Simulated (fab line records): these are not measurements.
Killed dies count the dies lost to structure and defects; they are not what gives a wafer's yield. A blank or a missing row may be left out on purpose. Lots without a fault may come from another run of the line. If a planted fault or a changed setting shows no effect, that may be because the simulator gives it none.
fab line records | flow n5Finfet
record: lots: 10 | wafers: 26 | lastDay: 18
route steps=1938 shown SDB@369 HKMG_FIN@395 BEOL_M4@1111
lots that met no fault: taken from a fault-free run of the same line
startH: hours from the record's first day to the start of the lot's first wafer shown | waitH: hours since the lot's step before | " as in the row above | L1.1+2: a single row standing in for several wafers | - no value, or no start given | * or withheld: withheld | < > ~ a bound
route shown NAME@n: names a module that has steps shown in the file, with the first one's number in the route | usual: average and standard deviation across the fault-free wafers | same: alike in all rows | chamber/n: place in a boat | sites: readings site by site | _std_site: the values' standard deviation | _edge_site: the outer-site mean with the inner-site mean subtracted | radiusMm: for every site, how far away it sits from the centre of the wafer | mask NAME#n: copy n | behind: the most recent tool/chamber to have shaped the wafer | hold: what put the lot on hold/how long, in hours/how the hold closed | device: which transistor (n, p or np) failed to switch | end of line: the same wafers' tests at the end of the route | a step with no rows: only its recipe | killed: not the wafer's yield, but the dies lost to structure and defects at the first sort | map: the dies of a wafer, with x for killed, . for not killed, _ for no die there
set.NAME: the setting as run; set.NAME@STEP: as run at that earlier step | model.NAME: the simulator's own value behind a step, which no gauge read
a sample of lots followed through the steps of the route, with each step as a table and each wafer as a row
services: a tool's chamber out of use, with start hour (startH, from the record's first day; less than 0 if before it), hours out, and reason
== steps ==
step: N5_SDB_CUT_ETCH_26
recipe: chemistry: HBr/Cl2/O2 | target: Si | targetDepthA: 1296 | btTimeS: 20 | maskMaterial: SiNx | timeS: 51.8 | ionEnergyEv: * | biasW: * | pressureMtorr: 10 | icpW: 800 | HBr_flow_sccm: 150 | Cl2_flow_sccm: 80 | O2_flow_sccm: 12
usual: drypumpMotorCurrentA: 5.71/0.26 | mfcCl2Sccm: 80.00/0.27 | oesProductAu: 1.006/0.016 | throttleValvePct: 37.5/0.41
lot.wafer | tool     | chamber | startH | waitH | drypumpMotorCurrentA | mfcCl2Sccm | oesProductAu | rfHoursCounterH | throttleValvePct
L609.4    | rieSi-01 | 0       | 67.23  | 0.0   | 5.70                 | 79.76      | 1.020        | 54              | 36.8
L609.6    | "        | 2       | "      | "     | 5.94                 | 79.74      | 1.012        | -               | 37.1
L612.2    | rieSi-03 | 3       | 85.13  | 0.1   | 5.27                 | 80.48      | 0.986        | 54              | 37.9
L612.5    | "        | 0       | "      | "     | 5.42                 | 80.29      | 1.034        | -               | 37.1
L612.6    | "        | 1       | "      | "     | 5.29                 | 79.53      | 1.012        | -               | 38.0
L614.3    | rieSi-01 | 3       | 96.90  | 0.1   | 5.96                 | 80.27      | 1.010        | 1               | 37.0
L614.4    | "        | 1       | "      | "     | 5.70                 | 80.48      | 0.970        | 155             | 38.1
L614.6    | "        | 3       | "      | "     | 5.98                 | 79.77      | 1.012        | -               | 37.0
L615.1    | rieSi-01 | 3       | 103.14 | 0.1   | 5.95                 | 79.84      | 1.007        | 1               | 37.0
L615.3    | "        | 2       | "      | "     | 5.95                 | 80.20      | 1.005        | 25              | 37.1
L615.4    | "        | 1       | "      | "     | 5.68                 | 80.24      | 0.973        | 155             | 38.1
L617.3    | rieSi-01 | 1       | 118.26 | 0.1   | 5.70                 | 79.60      | 0.978        | 156             | 38.1
L617.4    | "        | 0       | "      | "     | 5.67                 | 79.63      | 1.010        | 54              | 36.8
L617.6    | "        | 3       | "      | "     | 5.94                 | 80.18      | 1.008        | -               | 37.0
L621.2    | rieSi-03 | 3       | 140.42 | 0.1   | 5.26                 | 80.31      | 0.988        | 55              | 37.9
L621.6    | "        | 3       | "      | "     | 5.27                 | 80.39      | 0.982        | -               | 37.9
L623.1    | rieSi-06 | 3       | 151.74 | 0.1   | 5.68                 | 79.92      | 1.025        | 26              | 37.8
L623.2    | "        | 0       | "      | "     | 5.82                 | 79.66      | 1.021        | 160             | 37.5
L623.3    | "        | 1       | "      | "     | 5.71                 | 80.41      | 0.999        | 42              | 37.6
L626.1    | rieSi-06 | 0       | 168.63 | 0.1   | 5.82                 | 79.96      | 1.028        | 160             | 37.5
L626.4    | "        | 1       | "      | "     | 5.62                 | 80.16      | 0.998        | 43              | 37.6
L631.4    | rieSi-01 | 2       | 203.27 | 0.1   | 6.00                 | 79.95      | 1.001        | 27              | 37.1
L631.5    | "        | 3       | "      | "     | 5.91                 | 80.27      | 1.015        | -               | 37.0
L631.6    | "        | 2       | "      | "     | 5.99                 | 79.91      | 1.003        | -               | 37.1
L632.2    | rieSi-03 | 1       | 206.97 | 0.1   | 5.29                 | 79.85      | 1.012        | 10              | 38.0
L632.4    | "        | 3       | "      | "     | 5.24                 | 79.99      | 0.976        | 56              | 37.8
step: N5_SDB_ALD_29
recipe: material: SiNx | targetThkA: 300 | tempC: 400 | aldPrecursorFamily: SiH2I2 | aldCoReactant: N2/H2-plasma | pulseTimeS: 1 | aldCycles: 600 | purgeTimeS: 2 | coReactantPurgeTimeS: 2 | pressureTorr: 2
usual: heaterPowerW: 857/100 | precursorPulseHeightRel: 0.999/0.019
lot.wafer | tool      | chamber | startH | waitH | heaterPowerW | precursorPulseHeightRel | sinceWetCleanH
L609.4    | aldSin-01 | 3       | 67.42  | 0.0   | 763          | 1.014                   | 349
L609.6    | "         | 0       | 68.77  | 1.4   | 799          | 0.962                   | -
L612.2    | aldSin-03 | 1       | 85.32  | 0.0   | 923          | 0.990                   | 275
L612.5    | "         | 2       | 86.67  | 1.4   | 893          | 1.003                   | -
L612.6    | "         | 1       | "      | "     | 933          | 0.997                   | -
L614.3    | aldSin-02 | 1       | 97.08  | 0.0   | 943          | 1.003                   | 89
L614.4    | "         | 3       | "      | "     | 998          | 0.987                   | 89
L614.6    | "         | 1       | 98.43  | 1.4   | 953          | 0.980                   | -
L615.1    | aldSin-03 | 1       | 103.33 | 0.0   | 928          | 0.997                   | 293
L615.3    | "         | 2       | "      | "     | 890          | 0.982                   | 293
L615.4    | "         | 0       | "      | "     | 902          | 0.980                   | 293
L617.3    | aldSin-03 | 3       | 118.44 | 0.0   | 844          | 0.997                   | 308
L617.4    | "         | 1       | "      | "     | 954          | 0.988                   | 308
L617.6    | "         | 0       | 119.80 | 1.4   | 897          | 0.990                   | -
L621.2    | aldSin-03 | 0       | 140.60 | 0.0   | 897          | 0.993                   | 330
L621.6    | "         | 0       | 141.96 | 1.4   | 891          | 1.012                   | -
L623.1    | aldSin-01 | 1       | 151.92 | 0.0   | 1022         | 1.016                   | 53
L623.2    | "         | 2       | "      | "     | 895          | 0.987                   | 53
L623.3    | "         | 0       | "      | "     | 783          | 1.016                   | 53
L626.1    | aldSin-02 | 1       | 168.81 | 0.0   | 958          | 0.987                   | 161
L626.4    | "         | 0       | "      | "     | 698          | 0.987                   | 161
L631.4    | aldSin-02 | 0       | 203.45 | 0.0   | 698          | 1.025                   | 195
L631.5    | "         | 3       | 204.80 | 1.4   | 968          | 0.974                   | -
L631.6    | "         | 2       | "      | "     | 755          | 0.965                   | -
L632.2    | aldSin-02 | 0       | 207.15 | 0.0   | 689          | 0.969                   | 199
L632.4    | "         | 1       | "      | "     | 927          | 1.023                   | 199
step: N5_SDB_CMP_30
recipe: stopOn: poly-Si | tOverpolishS: 1.54 | postCmpClean: alkalineBrush | downForcePsi: 4.1491 | platenRpm: 51.796 | padVelocityMS: 1.0306 | targetThkNm: 30
usual: motorCurrentA: 12.3/1.3 | overpolishRunS: 1.539/0.0092 | slurryFilterDpKPa: 13.49/0.12 | timeToEndpointS: 18/3.1
lot.wafer | tool   | chamber | startH | waitH | motorCurrentA | overpolishRunS | slurryFilterDpKPa | timeToEndpointS
L609.4    | cmp-01 | 3       | 70.15  | 1.4   | 10.3          | 1.532          | 13.49             | 15
L609.6    | "      | 3       | "      | "     | 9.9           | 1.531          | 13.39             | 16
L612.2    | cmp-01 | 3       | 88.05  | 1.4   | 9.7           | 1.538          | 13.52             | 18
L612.5    | "      | 3       | "      | "     | 9.6           | 1.544          | 13.38             | 19
L612.6    | "      | 0       | "      | "     | 11.4          | 1.536          | 13.57             | 13
L614.3    | cmp-03 | 0       | 99.81  | 1.4   | 11.4          | 1.542          | 13.54             | 22
L614.4    | "      | 3       | "      | "     | 12.1          | 1.540          | 13.49             | 14
L614.6    | "      | 1       | "      | "     | 11.4          | 1.521          | 13.54             | 20
L615.4    | cmp-02 | 0       | 106.06 | 1.4   | 11.9          | 1.544          | 13.53             | 19
L615.1    | "      | 1       | "      | "     | 12.2          | 1.528          | 13.53             | 17
L615.3    | "      | 2       | "      | "     | 12.1          | 1.548          | 13.46             | 18
L617.4    | cmp-01 | 0       | 121.18 | 1.4   | 11.3          | 1.524          | 13.38             | 14
L617.3    | "      | 2       | "      | "     | 11.4          | 1.538          | 13.43             | 23
L617.6    | "      | 1       | "      | "     | 14.2          | 1.543          | 13.61             | 13
L621.2    | cmp-02 | 0       | 143.41 | 1.5   | 12.1          | 1.538          | 13.66             | 21
L621.6    | "      | 2       | "      | "     | 12.3          | 1.524          | 13.36             | 20
L623.1    | cmp-02 | 0       | 154.65 | 1.4   | 11.7          | 1.535          | 13.26             | 22
L623.2    | "      | 1       | "      | "     | 11.6          | 1.529          | 13.44             | 20
L623.3    | "      | 2       | "      | "     | 12.8          | 1.544          | 13.36             | 18
L626.1    | cmp-01 | 3       | 171.54 | 1.4   | 10.5          | 1.550          | 13.53             | 16
L626.4    | "      | 2       | "      | "     | 11.9          | 1.562          | 13.50             | 22
L631.4    | cmp-01 | 0       | 206.26 | 1.5   | 11.1          | 1.524          | 13.68             | 14
L631.6    | "      | 2       | "      | "     | 11.7          | 1.540          | 13.61             | 22
L631.5    | "      | 3       | "      | "     | 10.4          | 1.534          | 13.42             | 16
L632.2    | cmp-03 | 3       | 210.02 | 1.5   | 10.9          | 1.546          | 13.40             | 16
L632.4    | "      | 0       | "      | "     | 11.1          | 1.547          | 13.48             | 21
step: N5_HKMG_FIN_EXPOSE_46
recipe: maskId: NDIPOLE | na: 1.35 | sourceShape: conventional | sigmaOuter: 0.8 | polarization: unpolarized | doseMj: 40
usual: exposureDoseMJCm2: 39.98/0.039 | stageVelMmS: 499.95/0.22
lot.wafer | tool           | chamber | startH | waitH | mask      | exposureDoseMJCm2 | stageVelMmS
L609.4    | arfiScanner-03 | 0       | 71.89  | -     | NDIPOLE#0 | 40.01             | 499.99
L609.6    | "              | 0       | "      | "     | NDIPOLE#0 | 39.97             | 500.14
L612.2    | arfiScanner-01 | 0       | 89.84  | -     | NDIPOLE#0 | 39.99             | 499.79
L612.5    | "              | 0       | "      | "     | NDIPOLE#0 | 40.03             | 499.84
L612.6    | "              | 0       | "      | "     | NDIPOLE#0 | 40.01             | 500.03
L614.3    | arfiScanner-01 | 0       | 101.43 | -     | NDIPOLE#0 | 41.95             | 499.89
L614.4    | "              | 0       | "      | "     | NDIPOLE#0 | 41.94             | 499.92
L614.6    | "              | 0       | "      | "     | NDIPOLE#0 | 42.02             | 500.21
L615.1    | arfiScanner-01 | 0       | 107.85 | -     | NDIPOLE#0 | 41.56             | 500.23
L615.3    | "              | 0       | "      | "     | NDIPOLE#0 | 41.53             | 500.13
L615.4    | "              | 0       | "      | "     | NDIPOLE#0 | 41.60             | 500.14
L617.3    | arfiScanner-02 | 0       | 123.18 | -     | NDIPOLE#0 | 39.97             | 499.72
L617.4    | "              | 0       | "      | "     | NDIPOLE#0 | 39.94             | 499.99
L617.6    | "              | 0       | "      | "     | NDIPOLE#0 | 39.94             | 500.12
L621.2    | arfiScanner-02 | 0       | 145.20 | -     | NDIPOLE#0 | 39.95             | 500.31
L621.6    | "              | 0       | "      | "     | NDIPOLE#0 | 39.98             | 499.98
L623.1    | arfiScanner-02 | 0       | 156.69 | -     | NDIPOLE#0 | 39.98             | 500.24
L623.2    | "              | 0       | "      | "     | NDIPOLE#0 | 39.95             | 500.24
L623.3    | "              | 0       | "      | "     | NDIPOLE#0 | 40.00             | 499.98
L626.1    | arfiScanner-02 | 0       | 173.28 | -     | NDIPOLE#0 | 39.95             | 499.67
L626.4    | "              | 0       | "      | "     | NDIPOLE#0 | 39.94             | 499.75
L631.4    | arfiScanner-03 | 0       | 207.94 | -     | NDIPOLE#0 | 39.97             | 499.93
L631.5    | "              | 0       | "      | "     | NDIPOLE#0 | 40.02             | 500.12
L631.6    | "              | 0       | "      | "     | NDIPOLE#0 | 39.97             | 500.10
L632.2    | arfiScanner-02 | 0       | 211.71 | -     | NDIPOLE#0 | 39.96             | 500.26
L632.4    | "              | 0       | "      | "     | NDIPOLE#0 | 39.92             | 500.30
step: N5_HKMG_FIN_CD_MEAS_49
recipe: targetCdNm: 202 | landingEnergyEv: 500 | detector: seInlens | polarity: opening
usual: cdNm: 202.5/0.77
lot.wafer | tool     | chamber | startH | waitH | cdNm
L609.4    | cdSem-03 | 0       | 72.01  | -     | 201.4
L609.6    | "        | 0       | "      | "     | 202.2
L612.2    | cdSem-02 | 0       | 89.96  | -     | 202.9
L612.5    | "        | 0       | "      | "     | 202.2
L612.6    | "        | 0       | "      | "     | 202.2
L614.3    | cdSem-02 | 0       | 101.54 | -     | 206.3
L614.4    | "        | 0       | "      | "     | 207.4
L614.6    | "        | 0       | "      | "     | 207.4
L615.1    | cdSem-01 | 0       | 107.98 | -     | 204.9
L615.3    | "        | 0       | "      | "     | 204.4
L615.4    | "        | 0       | "      | "     | 204.3
L617.3    | cdSem-02 | 0       | 123.29 | -     | 202.3
L617.4    | "        | 0       | "      | "     | 201.5
L617.6    | "        | 0       | "      | "     | 202.0
L621.2    | cdSem-02 | 0       | 145.32 | -     | 203.7
L621.6    | "        | 0       | "      | "     | 203.3
L623.1    | cdSem-03 | 0       | 156.81 | -     | 203.0
L623.2    | "        | 0       | "      | "     | 202.6
L623.3    | "        | 0       | "      | "     | 203.0
L626.1    | cdSem-01 | 0       | 173.40 | -     | 202.7
L626.4    | "        | 0       | "      | "     | 202.1
L631.4    | cdSem-01 | 0       | 208.05 | -     | 202.0
L631.5    | "        | 0       | "      | "     | 203.0
L631.6    | "        | 0       | "      | "     | 201.1
L632.2    | cdSem-02 | 0       | 211.83 | -     | 201.8
L632.4    | "        | 0       | "      | "     | 202.1
step: N5_BEOL_M4_RC_MEAS_101
usual: DIBL_N: 36.1/2 | DIBL_P: 36.3/2.5 | IOFF_N: 0.16/0.037 | IOFF_P: 0.21/0.039 | ION_N: 678/15 | ION_P: 465/8.7 | SS_N: 71.4/0.7 | SS_P: 73.3/0.74 | VT_N: 249/3.6 | VT_P: -250.0/2.9
lot.wafer | tool      | chamber | startH | waitH | DIBL_N[mV/V] | DIBL_P[mV/V] | IOFF_N[nA/um] | IOFF_P[nA/um] | ION_N[uA/um] | ION_P[uA/um] | SS_N[mV/dec] | SS_P[mV/dec] | VT_N[mV] | VT_P[mV]
L609.4    | prober-01 | 0       | 162.15 | 0.5   | 35.5         | 36.4         | 0.16          | 0.26          | 669          | 475          | 72.2         | 73.6         | 251      | -243.3
L609.6    | "         | 0       | "      | "     | 33.2         | 33.5         | 0.11          | 0.20          | 649          | 462          | 71.1         | 72.7         | 257      | -247.6
L612.2    | prober-02 | 0       | 181.22 | 0.2   | 33.3         | 30.4         | 0.09          | 0.15          | 643          | 452          | 70.6         | 72.3         | 257      | -252.8
L612.5    | "         | 0       | "      | "     | 36.9         | 35.9         | 0.14          | 0.21          | 684          | 470          | 71.0         | 72.7         | 250      | -250.1
L612.6    | "         | 0       | "      | "     | 33.6         | 30.2         | 0.09          | 0.14          | 642          | 443          | 70.6         | 71.8         | 258      | -255.9
L614.3    | prober-02 | 0       | 198.11 | 0.3   | 36.2         | 37.4         | 0.16          | 0.21          | 679          | 463          | 71.7         | 73.2         | 249      | -253.5
L614.4    | "         | 0       | "      | "     | 34.6         | 35.8         | 0.13          | 0.18          | 671          | 466          | 71.1         | 72.5         | 256      | -253.8
L614.6    | "         | 0       | "      | "     | 37.3         | 39.0         | 0.19          | 0.23          | 688          | 467          | 72.2         | 74.0         | 250      | -251.7
L615.1    | prober-01 | 0       | 198.46 | 0.1   | 34.8         | 35.2         | 0.14          | 0.18          | 687          | 470          | 71.5         | 72.7         | 251      | -250.1
L615.3    | "         | 0       | "      | "     | 34.5         | 35.1         | 0.13          | 0.17          | 670          | 459          | 71.3         | 73.1         | 251      | -251.9
L615.4    | "         | 0       | "      | "     | 38.4         | 40.7         | 0.21          | 0.27          | 687          | 472          | 72.4         | 74.3         | 244      | -245.6
L617.3    | prober-02 | 0       | 233.23 | 0.3   | 38.9         | 40.1         | 0.20          | 0.21          | 675          | 456          | 72.3         | 73.5         | 250      | -253.0
L617.4    | "         | 0       | "      | "     | 35.9         | 37.6         | 0.15          | 0.18          | 673          | 453          | 71.5         | 72.7         | 252      | -254.6
L617.6    | "         | 0       | "      | "     | 36.7         | 38.4         | 0.16          | 0.19          | 670          | 452          | 72.0         | 72.8         | 252      | -253.3
L621.2    | prober-02 | 0       | 256.44 | 0.2   | 38.8         | 41.2         | 0.25          | 0.32          | 705          | 485          | 72.3         | 73.9         | 243      | -243.5
L621.6    | "         | 0       | "      | "     | 38.7         | 39.1         | 0.23          | 0.27          | 697          | 474          | 72.0         | 73.4         | 244      | -249.4
L623.1    | prober-01 | 0       | 268.83 | 0.0   | 38.4         | 37.4         | 0.20          | 0.24          | 668          | 460          | 72.1         | 74.1         | 250      | -247.2
L623.2    | "         | 0       | "      | "     | 33.5         | 33.7         | 0.13          | 0.19          | 669          | 463          | 70.5         | 73.0         | 251      | -248.7
L623.3    | "         | 0       | "      | "     | 37.6         | 38.1         | 0.20          | 0.26          | 702          | 478          | 71.5         | 74.3         | 245      | -247.0
L626.1    | prober-02 | 0       | 299.15 | 0.0   | 35.3         | 36.6         | 0.15          | 0.21          | 654          | 456          | 71.2         | 73.1         | 252      | -249.0
L626.4    | "         | 0       | "      | "     | 34.1         | 34.7         | 0.14          | 0.19          | 674          | 473          | 70.5         | 71.9         | 251      | -250.6
L632.2    | prober-02 | 0       | 313.26 | 0.2   | 34.2         | 34.1         | 0.13          | 0.18          | 676          | 466          | 70.1         | 73.3         | 251      | -251.3
L632.4    | "         | 0       | "      | "     | 36.9         | 37.5         | 0.16          | 0.23          | 672          | 468          | 71.6         | 74.1         | 251      | -249.1
L631.4    | prober-01 | 0       | 325.44 | 0.5   | 39.8         | 41.0         | 0.25          | 0.31          | 702          | 476          | 72.3         | 74.4         | 242      | -245.9
L631.5    | "         | 0       | "      | "     | 36.3         | 37.9         | 0.17          | 0.25          | 687          | 474          | 71.1         | 74.2         | 246      | -244.9
L631.6    | "         | 0       | "      | "     | 37.8         | 38.1         | 0.21          | 0.24          | 689          | 460          | 72.4         | 74.1         | 244      | -248.1
== services ==
tool           | chamber | startH | hours | kind
cmp-01         | -       | 47.67  | 1.3   | repair
cmp-01         | -       | 50.60  | 1.9   | repair
aldSin-02      | -       | 53.80  | 2.8   | pm
cmp-02         | -       | 54.98  | 4.0   | pm
arfiScanner-02 | -       | 61.09  | 17.2  | repair
aldSin-03      | -       | 77.00  | 0.6   | repair
arfiScanner-02 | -       | 78.97  | 3.1   | pm
arfiScanner-01 | -       | 83.38  | 1.0   | pm
aldSin-02      | -       | 93.19  | 0.3   | repair
arfiScanner-02 | -       | 93.43  | 3.6   | repair
arfiScanner-02 | -       | 107.96 | 1.0   | pm
arfiScanner-02 | -       | 117.68 | 0.8   | pm
arfiScanner-01 | -       | 123.44 | 1.3   | pm
cmp-01         | -       | 147.27 | 0.3   | repair
cmp-01         | -       | 151.92 | 1.6   | repair
cmp-02         | -       | 155.54 | 2.0   | repair
arfiScanner-01 | -       | 157.53 | 0.8   | pm
arfiScanner-01 | -       | 159.04 | 0.5   | repair
arfiScanner-02 | -       | 159.81 | 1.3   | pm
arfiScanner-01 | -       | 162.74 | 0.9   | repair
aldSin-02      | -       | 164.05 | 2.8   | repair
aldSin-03      | -       | 178.32 | 14.0  | pm
arfiScanner-02 | -       | 194.57 | 1.7   | repair
rieSi-01       | 1       | 195.41 | 7.3   | repair
== key ==
firstSign: step: N5_HKMG_FIN_EXPOSE_46 | reading: exposureDoseMJCm2 | direction: up | sigmas: 46 | usual: 39.98 | struck: 41.77
effect: step: N5_HKMG_FIN_CD_MEAS_49 | reading: cdNm | direction: up | sigmas: 4.4 | usual: 202.5 | struck: 205.8 | through: controlLoop
metAt N5_HKMG_FIN_EXPOSE_46
struckLots L614,L615
loopTrim: step: N5_HKMG_FIN_EXPOSE_46 | setting: dose | lots: L615
notActingAt N5_SDB_CUT_ETCH_26,N5_SDB_ALD_29,N5_SDB_CMP_30
onsetBetween 89.84 101.43
fault: kind: processParameterDrift | tool: arfiScanner-01 | chamber: - | onsetH: 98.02 | steps: N5_HKMG_FIN_EXPOSE_46 | channel: doseMj | offset: 1.9535 | shape: step | actsIn: theseRecipesOnly | stated: 40
loopTrim: a control loop set the setting to another value than it would have without faults
